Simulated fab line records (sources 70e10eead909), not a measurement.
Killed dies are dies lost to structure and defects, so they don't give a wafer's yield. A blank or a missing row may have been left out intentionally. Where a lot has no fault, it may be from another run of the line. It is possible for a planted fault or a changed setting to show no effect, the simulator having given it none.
Matching of chambers | flow nandHarc | NHARC_A_M1_DEP_33 on pecvd-04 has 3 sister chambers
The step deposits SiCN, target thk 30 nm. 16 wafers are shown with their chamber, then 8 later ones without.

WAFERS PAIRED WITH THEIR CHAMBERS
wafer  | chamber | heaterPowerW (W) | rfFwdPowerW (W)
L075.1 | 1       | 569              | 451.2
L075.2 | 0       | 716              | 449.0
L075.6 | 0       | 690              | 448.6
L077.3 | 0       | 628              | 447.9
L077.4 | 1       | 627              | 452.5
L077.5 | 0       | 636              | 449.3
L085.1 | 0       | 665              | 448.1
L085.5 | 0       | 665              | 447.8
L085.6 | 1       | 663              | 450.8
L089.4 | 2       | 579              | 451.1
L089.5 | 1       | 605              | 447.1
L089.6 | 0       | 628              | 450.5
L088.2 | 2       | 598              | 449.2
L088.4 | 1       | 620              | 449.7
L088.6 | 2       | 614              | 448.9
L090.2 | 0       | 636              | 448.8

SIGNATURES (averages over the wafers above)
reading      | chamber 0 | chamber 1 | chamber 2 | scatter within a chamber
heaterPowerW | 658.00    | 616.80    | 597.00    | 31.1
rfFwdPowerW  | 448.750   | 450.260   | 449.733   | 1.38
Rule: a wafer lies at a distance from a chamber equal to the root of the sum of squares, over the readings, of (its reading less the chamber's mean, divided by the reading's scatter). The wafer belongs to the nearest chamber; if the next one is less than 2 further off, it can't be placed. The scatter: the root of (the sum of the squares of (reading less its chamber's mean) over the shown wafers, divided by (wafers less chambers)).

WAFERS WHOSE CHAMBER IS MISSING
wafer  | heaterPowerW (W) | rfFwdPowerW (W)
L090.4 | 640              | 448.2
L090.6 | 577              | 449.0
L091.1 | 652              | 450.1
L091.3 | 653              | 447.2
L091.6 | 660              | 450.1
L097.1 | 632              | 451.4
L097.2 | 679              | 448.4
L097.6 | 625              | 450.5

WHICH CHAMBER EACH WENT THROUGH
wafer  | from the rows above          | in truth
L090.4 | can't be placed: 0 or 1 or 2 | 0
L090.6 | can't be placed: 2 or 1 or 0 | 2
L091.1 | can't be placed: 0 or 1 or 2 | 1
L091.3 | can't be placed: 0 or 1 or 2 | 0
L091.6 | can't be placed: 0 or 1 or 2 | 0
L097.1 | can't be placed: 1 or 2 or 0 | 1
L097.2 | can't be placed: 0 or 1      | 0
L097.6 | can't be placed: 1 or 2 or 0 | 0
Correctly placed: 0 of 8. Not placeable from these rows: 8 (in 8, the candidates include the true chamber). Placed wrongly: 0.
